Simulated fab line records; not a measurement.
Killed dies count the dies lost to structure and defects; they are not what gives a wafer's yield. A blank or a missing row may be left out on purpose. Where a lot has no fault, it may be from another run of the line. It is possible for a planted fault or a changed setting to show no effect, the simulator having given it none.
Which tool is to blame? || flow nandHarc || 72 wafers from 24 lots sampled at 3 of the route's 1302 steps

## WHAT THE GAUGES READ, wafer by wafer
NHARC_A_CONTACT_OVL_MEAS_43. Usual: overlayXNm -0.1 nm, standard deviation 0.73; overlayYNm 0.0 nm, standard deviation 0.77.
{"lot": "L074", "measured": "day 20 23:27", "on": "overlay-02", "overlayXNm (nm)": "0.1 0.1 0.0", "overlayYNm (nm)": "-0.4 -0.6 -0.5", "flag": ""}
{"lot": "L075", "measured": "day 21 20:44", "on": "overlay-02", "overlayXNm (nm)": "-1.3 -1.1 -0.5", "overlayYNm (nm)": "-1.4 -1.1 -0.8", "flag": ""}
{"lot": "L076", "measured": "day 22 01:43", "on": "overlay-02", "overlayXNm (nm)": "0.9 0.8 0.9", "overlayYNm (nm)": "-0.7 -0.1 -0.5", "flag": ""}
{"lot": "L078", "measured": "day 22 07:33", "on": "overlay-01", "overlayXNm (nm)": "-0.1 0.2 -0.1", "overlayYNm (nm)": "0.8 0.9 0.6", "flag": ""}
{"lot": "L077", "measured": "day 23 02:22", "on": "overlay-02", "overlayXNm (nm)": "-1.7 -1.7 -1.9", "overlayYNm (nm)": "0.0 -0.5 -0.4", "flag": ""}
{"lot": "L080", "measured": "day 23 15:35", "on": "overlay-01", "overlayXNm (nm)": "0.6 0.9 0.7", "overlayYNm (nm)": "-0.2 0.1 -0.1", "flag": ""}
{"lot": "L079", "measured": "day 23 22:18", "on": "overlay-01", "overlayXNm (nm)": "-1.1 -0.3 -0.3", "overlayYNm (nm)": "-0.9 -0.8 -1.5", "flag": ""}
{"lot": "L081", "measured": "day 24 07:07", "on": "overlay-01", "overlayXNm (nm)": "0.3 0.0 0.4", "overlayYNm (nm)": "-0.9 -0.1 -0.5", "flag": ""}
{"lot": "L082", "measured": "day 24 17:20", "on": "overlay-02", "overlayXNm (nm)": "-1.3 -0.9 -1.6", "overlayYNm (nm)": "0.6 0.7 1.0", "flag": ""}
{"lot": "L084", "measured": "day 25 05:57", "on": "overlay-01", "overlayXNm (nm)": "0.1 0.1 0.0", "overlayYNm (nm)": "0.0 -0.2 -0.4", "flag": ""}
{"lot": "L083", "measured": "day 25 13:55", "on": "overlay-01", "overlayXNm (nm)": "-0.1 -0.2 -0.7", "overlayYNm (nm)": "0.4 0.1 0.7", "flag": ""}
{"lot": "L086", "measured": "day 25 21:25", "on": "overlay-01", "overlayXNm (nm)": "0.5 0.0 -0.2", "overlayYNm (nm)": "-0.4 -0.6 -0.2", "flag": ""}
{"lot": "L085", "measured": "day 25 21:46", "on": "overlay-02", "overlayXNm (nm)": "-0.5 -1.3 0.2", "overlayYNm (nm)": "1.4 1.2 1.5", "flag": ""}
{"lot": "L088", "measured": "day 27 00:04", "on": "overlay-01", "overlayXNm (nm)": "0.0 0.0 -0.1", "overlayYNm (nm)": "-0.7 -1.0 -0.2", "flag": ""}
{"lot": "L089", "measured": "day 26 23:55", "on": "overlay-02", "overlayXNm (nm)": "0.0 -0.1 0.2", "overlayYNm (nm)": "-0.8 -0.9 -1.2", "flag": ""}
{"lot": "L087", "measured": "day 27 04:01", "on": "overlay-02", "overlayXNm (nm)": "-0.1 0.1 0.5", "overlayYNm (nm)": "0.4 1.0 0.2", "flag": ""}
{"lot": "L090", "measured": "day 27 17:16", "on": "overlay-01", "overlayXNm (nm)": "-0.8 -0.7 -0.6", "overlayYNm (nm)": "0.0 0.3 0.0", "flag": ""}
{"lot": "L091", "measured": "day 27 17:29", "on": "overlay-02", "overlayXNm (nm)": "0.3 0.5 0.6", "overlayYNm (nm)": "0.7 0.4 0.5", "flag": ""}
{"lot": "L093", "measured": "day 29 13:00", "on": "overlay-02", "overlayXNm (nm)": "0.3 -0.5 0.0", "overlayYNm (nm)": "1.0 0.4 0.3", "flag": ""}
{"lot": "L092", "measured": "day 29 12:48", "on": "overlay-01", "overlayXNm (nm)": "0.4 0.1 0.4", "overlayYNm (nm)": "-1.1 -0.4 -1.2", "flag": ""}
{"lot": "L094", "measured": "day 29 19:39", "on": "overlay-02", "overlayXNm (nm)": "-1.5 -1.3 -1.2", "overlayYNm (nm)": "0.5 0.5 0.6", "flag": ""}
{"lot": "L095", "measured": "day 30 00:53", "on": "overlay-02", "overlayXNm (nm)": "0.5 0.3 0.5", "overlayYNm (nm)": "0.0 0.4 -0.1", "flag": ""}
{"lot": "L096", "measured": "day 30 10:00", "on": "overlay-02", "overlayXNm (nm)": "-0.5 0.3 0.3", "overlayYNm (nm)": "1.5 1.9 1.5", "flag": ""}
{"lot": "L097", "measured": "day 30 21:04", "on": "overlay-02", "overlayXNm (nm)": "0.1 1.5 0.9", "overlayYNm (nm)": "-0.7 -0.2 -1.0", "flag": ""}

## TOOL THAT RAN EACH LOT (tool first, then ch and the chambers of the sampled wafers, then the start)
{"lot": "L074", "NHARC_A_WL_FILL_ETCHBACK_17": "rieMetal-02 ch 0, day 20 10:43", "NHARC_A_CONTACT_DEP_29": "pecvd-03 ch 0,1, day 20 22:48"}
{"lot": "L075", "NHARC_A_WL_FILL_ETCHBACK_17": "rieMetal-01 ch 0,1, day 21 01:52", "NHARC_A_CONTACT_DEP_29": "pecvd-02 ch 0,1, day 21 20:04"}
{"lot": "L076", "NHARC_A_WL_FILL_ETCHBACK_17": "rieMetal-03 ch 0,1, day 21 13:00", "NHARC_A_CONTACT_DEP_29": "pecvd-03 ch 0,1, day 22 01:01"}
{"lot": "L078", "NHARC_A_WL_FILL_ETCHBACK_17": "rieMetal-02 ch 0,1, day 21 19:28", "NHARC_A_CONTACT_DEP_29": "pecvd-02 ch 0,2, day 22 06:44"}
{"lot": "L077", "NHARC_A_WL_FILL_ETCHBACK_17": "rieMetal-02 ch 0,1, day 22 13:33", "NHARC_A_CONTACT_DEP_29": "pecvd-01 ch 0,1, day 23 01:35"}
{"lot": "L080", "NHARC_A_WL_FILL_ETCHBACK_17": "rieMetal-03 ch 0, day 23 03:30", "NHARC_A_CONTACT_DEP_29": "pecvd-01 ch 0,1,2, day 23 14:46"}
{"lot": "L079", "NHARC_A_WL_FILL_ETCHBACK_17": "rieMetal-03 ch 0,1, day 23 10:13", "NHARC_A_CONTACT_DEP_29": "pecvd-01 ch 0,1,2, day 23 21:31"}
{"lot": "L081", "NHARC_A_WL_FILL_ETCHBACK_17": "rieMetal-01 ch 0,1, day 23 19:08", "NHARC_A_CONTACT_DEP_29": "pecvd-01 ch 0,1,2, day 24 06:25"}
{"lot": "L082", "NHARC_A_WL_FILL_ETCHBACK_17": "rieMetal-03 ch 0,1, day 24 04:21", "NHARC_A_CONTACT_DEP_29": "pecvd-01 ch 1,2, day 24 16:42"}
{"lot": "L084", "NHARC_A_WL_FILL_ETCHBACK_17": "rieMetal-01 ch 0,1, day 24 17:01", "NHARC_A_CONTACT_DEP_29": "pecvd-03 ch 0,1, day 25 05:17"}
{"lot": "L083", "NHARC_A_WL_FILL_ETCHBACK_17": "rieMetal-02 ch 0,1, day 24 22:32", "NHARC_A_CONTACT_DEP_29": "pecvd-02 ch 0,1, day 25 13:07"}
{"lot": "L086", "NHARC_A_WL_FILL_ETCHBACK_17": "rieMetal-01 ch 0,1, day 25 09:21", "NHARC_A_CONTACT_DEP_29": "pecvd-03 ch 0,1,2, day 25 20:36"}
{"lot": "L085", "NHARC_A_WL_FILL_ETCHBACK_17": "rieMetal-03 ch 0,1, day 25 09:59", "NHARC_A_CONTACT_DEP_29": "pecvd-01 ch 0,1,2, day 25 20:58"}
{"lot": "L088", "NHARC_A_WL_FILL_ETCHBACK_17": "rieMetal-03 ch 0,1, day 26 11:14", "NHARC_A_CONTACT_DEP_29": "pecvd-01 ch 0,1,2, day 26 23:11"}
{"lot": "L089", "NHARC_A_WL_FILL_ETCHBACK_17": "rieMetal-02 ch 0,1, day 26 11:17", "NHARC_A_CONTACT_DEP_29": "pecvd-03 ch 0,2, day 26 23:07"}
{"lot": "L087", "NHARC_A_WL_FILL_ETCHBACK_17": "rieMetal-01 ch 0,1, day 26 14:13", "NHARC_A_CONTACT_DEP_29": "pecvd-01 ch 1,2, day 27 03:22"}
{"lot": "L090", "NHARC_A_WL_FILL_ETCHBACK_17": "rieMetal-02 ch 0,1, day 27 01:37", "NHARC_A_CONTACT_DEP_29": "pecvd-02 ch 0,2, day 27 16:35"}
{"lot": "L091", "NHARC_A_WL_FILL_ETCHBACK_17": "rieMetal-01 ch 0,1, day 27 01:37", "NHARC_A_CONTACT_DEP_29": "pecvd-01 ch 0,1,2, day 27 16:42"}
{"lot": "L093", "NHARC_A_WL_FILL_ETCHBACK_17": "rieMetal-01 ch 0,1, day 29 00:53", "NHARC_A_CONTACT_DEP_29": "pecvd-02 ch 0,1,2, day 29 12:13"}
{"lot": "L092", "NHARC_A_WL_FILL_ETCHBACK_17": "rieMetal-03 ch 0,1, day 29 00:57", "NHARC_A_CONTACT_DEP_29": "pecvd-03 ch 0,2, day 29 12:07"}
{"lot": "L094", "NHARC_A_WL_FILL_ETCHBACK_17": "rieMetal-01 ch 0,1, day 29 06:56", "NHARC_A_CONTACT_DEP_29": "pecvd-01 ch 0,2, day 29 18:50"}
{"lot": "L095", "NHARC_A_WL_FILL_ETCHBACK_17": "rieMetal-02 ch 0,1, day 29 12:52", "NHARC_A_CONTACT_DEP_29": "pecvd-01 ch 0,2, day 30 00:10"}
{"lot": "L096", "NHARC_A_WL_FILL_ETCHBACK_17": "rieMetal-03 ch 0,1, day 29 20:57", "NHARC_A_CONTACT_DEP_29": "pecvd-02 ch 0,1,2, day 30 09:22"}
{"lot": "L097", "NHARC_A_WL_FILL_ETCHBACK_17": "rieMetal-01 ch 0,1, day 30 05:25", "NHARC_A_CONTACT_DEP_29": "pecvd-03 ch 0,2, day 30 20:23"}
- NHARC_A_WL_FILL_ETCHBACK_17: etches the open film in Cl2/BCl3, target depth 4 nm, time 26.7 s.
- NHARC_A_CONTACT_DEP_29: deposits SiON, target thk 100 nm.

## WHAT THE TOOLS THEMSELVES READ (means of the sampled wafers that have a number; where no wafer has one, the mark that the record gives instead)
NHARC_A_WL_FILL_ETCHBACK_17. Usual: drypumpMotorCurrentA 5.7 A, standard deviation 0.51; oesProductAu 0.996 a.u., standard deviation 0.017.
{"lot": "L074", "tool": "rieMetal-02", "drypumpMotorCurrentA (A)": 6.6, "oesProductAu (a.u.)": 1.017, "flag": ""}
{"lot": "L075", "tool": "rieMetal-01", "drypumpMotorCurrentA (A)": 5.7, "oesProductAu (a.u.)": 0.994, "flag": ""}
{"lot": "L076", "tool": "rieMetal-03", "drypumpMotorCurrentA (A)": 5.1, "oesProductAu (a.u.)": 1.010, "flag": ""}
{"lot": "L078", "tool": "rieMetal-02", "drypumpMotorCurrentA (A)": 6.3, "oesProductAu (a.u.)": 0.999, "flag": ""}
{"lot": "L077", "tool": "rieMetal-02", "drypumpMotorCurrentA (A)": 6.0, "oesProductAu (a.u.)": 0.990, "flag": ""}
{"lot": "L080", "tool": "rieMetal-03", "drypumpMotorCurrentA (A)": 5.1, "oesProductAu (a.u.)": 1.015, "flag": ""}
{"lot": "L079", "tool": "rieMetal-03", "drypumpMotorCurrentA (A)": 5.1, "oesProductAu (a.u.)": 0.992, "flag": ""}
{"lot": "L081", "tool": "rieMetal-01", "drypumpMotorCurrentA (A)": 5.7, "oesProductAu (a.u.)": 0.995, "flag": ""}
{"lot": "L082", "tool": "rieMetal-03", "drypumpMotorCurrentA (A)": 5.1, "oesProductAu (a.u.)": 1.009, "flag": ""}
{"lot": "L084", "tool": "rieMetal-01", "drypumpMotorCurrentA (A)": 5.7, "oesProductAu (a.u.)": 0.994, "flag": ""}
{"lot": "L083", "tool": "rieMetal-02", "drypumpMotorCurrentA (A)": 6.0, "oesProductAu (a.u.)": 0.992, "flag": ""}
{"lot": "L086", "tool": "rieMetal-01", "drypumpMotorCurrentA (A)": 5.7, "oesProductAu (a.u.)": 0.983, "flag": ""}
{"lot": "L085", "tool": "rieMetal-03", "drypumpMotorCurrentA (A)": 5.1, "oesProductAu (a.u.)": 1.003, "flag": ""}
{"lot": "L088", "tool": "rieMetal-03", "drypumpMotorCurrentA (A)": 5.2, "oesProductAu (a.u.)": 1.003, "flag": ""}
{"lot": "L089", "tool": "rieMetal-02", "drypumpMotorCurrentA (A)": 6.3, "oesProductAu (a.u.)": 0.998, "flag": ""}
{"lot": "L087", "tool": "rieMetal-01", "drypumpMotorCurrentA (A)": 5.7, "oesProductAu (a.u.)": 0.973, "flag": ""}
{"lot": "L090", "tool": "rieMetal-02", "drypumpMotorCurrentA (A)": 6.0, "oesProductAu (a.u.)": 0.996, "flag": ""}
{"lot": "L091", "tool": "rieMetal-01", "drypumpMotorCurrentA (A)": 5.6, "oesProductAu (a.u.)": 0.968, "flag": ""}
{"lot": "L093", "tool": "rieMetal-01", "drypumpMotorCurrentA (A)": 5.7, "oesProductAu (a.u.)": 0.975, "flag": ""}
{"lot": "L092", "tool": "rieMetal-03", "drypumpMotorCurrentA (A)": 5.1, "oesProductAu (a.u.)": 1.009, "flag": ""}
{"lot": "L094", "tool": "rieMetal-01", "drypumpMotorCurrentA (A)": 5.7, "oesProductAu (a.u.)": 0.975, "flag": ""}
{"lot": "L095", "tool": "rieMetal-02", "drypumpMotorCurrentA (A)": 6.3, "oesProductAu (a.u.)": 0.995, "flag": ""}
{"lot": "L096", "tool": "rieMetal-03", "drypumpMotorCurrentA (A)": 5.1, "oesProductAu (a.u.)": 1.016, "flag": ""}
{"lot": "L097", "tool": "rieMetal-01", "drypumpMotorCurrentA (A)": 5.7, "oesProductAu (a.u.)": 0.983, "flag": ""}

NHARC_A_CONTACT_DEP_29. Usual: heaterPowerW 712 W, standard deviation 82.
{"lot": "L074", "tool": "pecvd-03", "heaterPowerW (W)": 713, "flag": ""}
{"lot": "L075", "tool": "pecvd-02", "heaterPowerW (W)": 770, "flag": ""}
{"lot": "L076", "tool": "pecvd-03", "heaterPowerW (W)": 656, "flag": ""}
{"lot": "L078", "tool": "pecvd-02", "heaterPowerW (W)": 682, "flag": ""}
{"lot": "L077", "tool": "pecvd-01", "heaterPowerW (W)": 692, "flag": ""}
{"lot": "L080", "tool": "pecvd-01", "heaterPowerW (W)": 745, "flag": ""}
{"lot": "L079", "tool": "pecvd-01", "heaterPowerW (W)": 707, "flag": ""}
{"lot": "L081", "tool": "pecvd-01", "heaterPowerW (W)": 668, "flag": ""}
{"lot": "L082", "tool": "pecvd-01", "heaterPowerW (W)": 755, "flag": ""}
{"lot": "L084", "tool": "pecvd-03", "heaterPowerW (W)": 756, "flag": ""}
{"lot": "L083", "tool": "pecvd-02", "heaterPowerW (W)": 789, "flag": ""}
{"lot": "L086", "tool": "pecvd-03", "heaterPowerW (W)": 736, "flag": ""}
{"lot": "L085", "tool": "pecvd-01", "heaterPowerW (W)": 713, "flag": ""}
{"lot": "L088", "tool": "pecvd-01", "heaterPowerW (W)": 654, "flag": ""}
{"lot": "L089", "tool": "pecvd-03", "heaterPowerW (W)": 777, "flag": ""}
{"lot": "L087", "tool": "pecvd-01", "heaterPowerW (W)": 721, "flag": ""}
{"lot": "L090", "tool": "pecvd-02", "heaterPowerW (W)": 640, "flag": ""}
{"lot": "L091", "tool": "pecvd-01", "heaterPowerW (W)": 672, "flag": ""}
{"lot": "L093", "tool": "pecvd-02", "heaterPowerW (W)": 701, "flag": ""}
{"lot": "L092", "tool": "pecvd-03", "heaterPowerW (W)": 872, "flag": ""}
{"lot": "L094", "tool": "pecvd-01", "heaterPowerW (W)": 713, "flag": ""}
{"lot": "L095", "tool": "pecvd-01", "heaterPowerW (W)": 635, "flag": ""}
{"lot": "L096", "tool": "pecvd-02", "heaterPowerW (W)": 696, "flag": ""}
{"lot": "L097", "tool": "pecvd-03", "heaterPowerW (W)": 903, "flag": ""}

## THE ANSWER, worked out from the rows above alone
Rule: a lot counts as off when the mean over its wafers that have a number is more than 3 standard deviations away from the usual mean. Also off: a lot with no number at a reading for which 4 or more lots have one. Where the step has rows for the other lots, those lots are counted as sound. Order of review: gauges by route order, followed by the tools' own readings, for which a lot's mean as printed above is used. The first step at which some lot is off is used, and at that step the reading that is off furthest; a lot without a number counts as furthest.
None of the lots is off at any reading shown; this tells nothing.

## WHAT THE SIMULATOR HAD PUT IN
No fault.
